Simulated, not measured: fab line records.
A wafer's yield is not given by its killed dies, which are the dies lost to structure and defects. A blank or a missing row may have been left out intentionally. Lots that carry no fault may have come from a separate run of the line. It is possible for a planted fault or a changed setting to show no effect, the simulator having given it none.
Matching of chambers    flow n5 finfet    N5_BEOL_M10_ETCH_61 on rie diel-04: 4 sister chambers
The step etches SiARC in CF4, target depth 39 nm, time 65 s. 7 wafers are shown with their chamber, then 7 later ones without.

## WAFERS PAIRED WITH THEIR CHAMBERS
wafer   chamber  showerhead plenum p Torr (Torr)  oes product au (a.u.)
L079.6  3        2.07                             0.63
L080.1  2        2.08                             0.76
L084.2  0        2.21                             0.60
L084.3  1        2.19                             0.82
L084.5  3        2.06                             0.63
L083.2  1        2.19                             0.81
L083.4  0        2.21                             0.61

## WAFERS WITHOUT THEIR CHAMBER
wafer   showerhead plenum p Torr (Torr)  oes product au (a.u.)
L083.5  2.21                             0.60
L085.3  2.21                             0.61
L085.4  2.19                             0.80
L085.6  2.19                             0.81
L096.1  2.07                             0.71
L096.3  2.06                             0.60
L096.4  2.20                             0.58

## EACH ONE'S CHAMBER
wafer   from the rows above  in truth
L083.5  0                    0
L085.3  0                    0
L085.4  1                    1
L085.6  1                    1
L096.1  2                    2
L096.3  3                    3
L096.4  0                    0
7 of 7 placed correctly. Left unplaced by these rows: 0. Wrongly placed: 0.
How it was worked out, from the rows above alone: a wafer's distance from a chamber is the root of the sum, over the readings, of the square of ((its reading less the chamber's mean) divided by the reading's scatter). The wafer belongs to the nearest chamber; if the next one is less than 2 further off, it can't be placed. For every chamber, the mean is computed from those of its wafers that are shown. The scatter: the root of (the sum of the squares of (reading less its chamber's mean) over the shown wafers, divided by (wafers less chambers)).
